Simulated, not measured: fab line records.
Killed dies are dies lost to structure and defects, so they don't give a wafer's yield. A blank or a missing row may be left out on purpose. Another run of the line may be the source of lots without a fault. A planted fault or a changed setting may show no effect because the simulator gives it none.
Chamber matching :: flow n5-finfet :: 4 sister chambers for N5_BEOL_M7_ETCH_61 on rie-diel-03
The step etches SiARC in CF4, target depth 45.5 nm, time 75.8 s. 24 wafers are shown with their chamber, then 12 later ones without.

== EACH WAFER AND ITS CHAMBER ==
wafer: L075.1
chamber: 0
drypump-motor-current-A (A): 6.1
showerhead-plenum-p-Torr (Torr): 2.10
throttle-valve-pct (%): 15.48

wafer: L075.2
chamber: 2
drypump-motor-current-A (A): 5.0
showerhead-plenum-p-Torr (Torr): 2.19
throttle-valve-pct (%): 15.24

wafer: L075.3
chamber: 1
drypump-motor-current-A (A): 6.3
showerhead-plenum-p-Torr (Torr): 2.19
throttle-valve-pct (%): 16.03

wafer: L075.4
chamber: 3
drypump-motor-current-A (A): 5.7
showerhead-plenum-p-Torr (Torr): 2.13
throttle-valve-pct (%): 15.85

wafer: L075.5
chamber: 1
drypump-motor-current-A (A): 6.3
showerhead-plenum-p-Torr (Torr): 2.19
throttle-valve-pct (%): 16.02

wafer: L075.6
chamber: 0
drypump-motor-current-A (A): 6.0
showerhead-plenum-p-Torr (Torr): 2.10
throttle-valve-pct (%): 15.48

wafer: L074.2
chamber: 2
drypump-motor-current-A (A): 5.1
showerhead-plenum-p-Torr (Torr): 2.19
throttle-valve-pct (%): 15.23

wafer: L074.5
chamber: 1
drypump-motor-current-A (A): 6.3
showerhead-plenum-p-Torr (Torr): 2.19
throttle-valve-pct (%): 16.02

wafer: L074.6
chamber: 0
drypump-motor-current-A (A): 6.0
showerhead-plenum-p-Torr (Torr): 2.10
throttle-valve-pct (%): 15.48

wafer: L078.1
chamber: 2
drypump-motor-current-A (A): 5.0
showerhead-plenum-p-Torr (Torr): 2.18
throttle-valve-pct (%): 15.25

wafer: L078.5
chamber: 0
drypump-motor-current-A (A): 6.0
showerhead-plenum-p-Torr (Torr): 2.10
throttle-valve-pct (%): 15.51

wafer: L078.6
chamber: 3
drypump-motor-current-A (A): 5.7
showerhead-plenum-p-Torr (Torr): 2.12
throttle-valve-pct (%): 15.87

wafer: L084.1
chamber: 3
drypump-motor-current-A (A): 5.7
showerhead-plenum-p-Torr (Torr): 2.12
throttle-valve-pct (%): 15.89

wafer: L084.3
chamber: 2
drypump-motor-current-A (A): 5.0
showerhead-plenum-p-Torr (Torr): 2.18
throttle-valve-pct (%): 15.28

wafer: L084.5
chamber: 3
drypump-motor-current-A (A): 5.7
showerhead-plenum-p-Torr (Torr): 2.12
throttle-valve-pct (%): 15.91

wafer: L085.1
chamber: 3
drypump-motor-current-A (A): 5.7
showerhead-plenum-p-Torr (Torr): 2.12
throttle-valve-pct (%): 15.90

wafer: L085.3
chamber: 2
drypump-motor-current-A (A): 5.0
showerhead-plenum-p-Torr (Torr): 2.18
throttle-valve-pct (%): 15.29

wafer: L085.4
chamber: 3
drypump-motor-current-A (A): 5.7
showerhead-plenum-p-Torr (Torr): 2.12
throttle-valve-pct (%): 15.91

wafer: L086.2
chamber: 1
drypump-motor-current-A (A): 6.3
showerhead-plenum-p-Torr (Torr): 2.19
throttle-valve-pct (%): 15.57

wafer: L086.4
chamber: 1
drypump-motor-current-A (A): 6.3
showerhead-plenum-p-Torr (Torr): 2.19
throttle-valve-pct (%): 15.61

wafer: L086.5
chamber: 2
drypump-motor-current-A (A): 5.0
showerhead-plenum-p-Torr (Torr): 2.18
throttle-valve-pct (%): 15.31

wafer: L089.1
chamber: 1
drypump-motor-current-A (A): 6.3
showerhead-plenum-p-Torr (Torr): 2.18
throttle-valve-pct (%): 15.60

wafer: L089.4
chamber: 3
drypump-motor-current-A (A): 5.7
showerhead-plenum-p-Torr (Torr): 2.11
throttle-valve-pct (%): 15.41

wafer: L089.6
chamber: 2
drypump-motor-current-A (A): 5.0
showerhead-plenum-p-Torr (Torr): 2.17
throttle-valve-pct (%): 15.31

SIGNATURES, as means of the wafers listed above
reading: drypump-motor-current-A
chamber 0: 6.025
chamber 1: 6.300
chamber 2: 5.014
chamber 3: 5.700
scatter within a chamber: 0.0283

reading: showerhead-plenum-p-Torr
chamber 0: 2.1000
chamber 1: 2.1883
chamber 2: 2.1814
chamber 3: 2.1200
scatter within a chamber: 0.00533

reading: throttle-valve-pct
chamber 0: 15.4875
chamber 1: 15.8083
chamber 2: 15.2729
chamber 3: 15.8200
scatter within a chamber: 0.156
Rule: a wafer's distance from a chamber is the root of the sum, over the readings, of the square of ((its reading less the chamber's mean) divided by the reading's scatter). The wafer belongs to the nearest chamber; if the next one is less than 2 further off, it can't be placed. How the scatter is found: for the shown wafers, subtract from each reading the mean of its chamber, square and add these, divide the total by (wafers less chambers), then take the root.

== WAFERS WITH NO CHAMBER GIVEN ==
wafer: L090.2
drypump-motor-current-A (A): 6.3
showerhead-plenum-p-Torr (Torr): 2.18
throttle-valve-pct (%): 15.62

wafer: L090.4
drypump-motor-current-A (A): 6.0
showerhead-plenum-p-Torr (Torr): 2.09
throttle-valve-pct (%): 15.02

wafer: L090.5
drypump-motor-current-A (A): 5.0
showerhead-plenum-p-Torr (Torr): 2.17
throttle-valve-pct (%): 15.33

wafer: L092.1
drypump-motor-current-A (A): 6.3
showerhead-plenum-p-Torr (Torr): 2.18
throttle-valve-pct (%): 15.62

wafer: L092.2
drypump-motor-current-A (A): 5.0
showerhead-plenum-p-Torr (Torr): 2.17
throttle-valve-pct (%): 15.33

wafer: L092.3
drypump-motor-current-A (A): 6.0
showerhead-plenum-p-Torr (Torr): 2.09
throttle-valve-pct (%): 15.03

wafer: L092.4
drypump-motor-current-A (A): 5.7
showerhead-plenum-p-Torr (Torr): 2.11
throttle-valve-pct (%): 15.45

wafer: L092.5
drypump-motor-current-A (A): 6.0
showerhead-plenum-p-Torr (Torr): 2.09
throttle-valve-pct (%): 15.04

wafer: L092.6
drypump-motor-current-A (A): 6.3
showerhead-plenum-p-Torr (Torr): 2.18
throttle-valve-pct (%): 15.63

wafer: L095.1
drypump-motor-current-A (A): 6.3
showerhead-plenum-p-Torr (Torr): 2.18
throttle-valve-pct (%): 15.63

wafer: L095.3
drypump-motor-current-A (A): 6.0
showerhead-plenum-p-Torr (Torr): 2.09
throttle-valve-pct (%): 15.06

wafer: L095.4
drypump-motor-current-A (A): 5.0
showerhead-plenum-p-Torr (Torr): 2.17
throttle-valve-pct (%): 15.32

== WHICH CHAMBER EACH WENT THROUGH ==
wafer: L090.2
from the rows above: 1
in truth: 1

wafer: L090.4
from the rows above: 0
in truth: 0

wafer: L090.5
from the rows above: 2
in truth: 2

wafer: L092.1
from the rows above: 1
in truth: 1

wafer: L092.2
from the rows above: 2
in truth: 2

wafer: L092.3
from the rows above: 0
in truth: 0

wafer: L092.4
from the rows above: 3
in truth: 3

wafer: L092.5
from the rows above: 0
in truth: 0

wafer: L092.6
from the rows above: 1
in truth: 1

wafer: L095.1
from the rows above: 1
in truth: 1

wafer: L095.3
from the rows above: 0
in truth: 0

wafer: L095.4
from the rows above: 2
in truth: 2
Correct placement for 12 of the 12. Not placeable from these rows: 0. Number placed wrongly: 0.
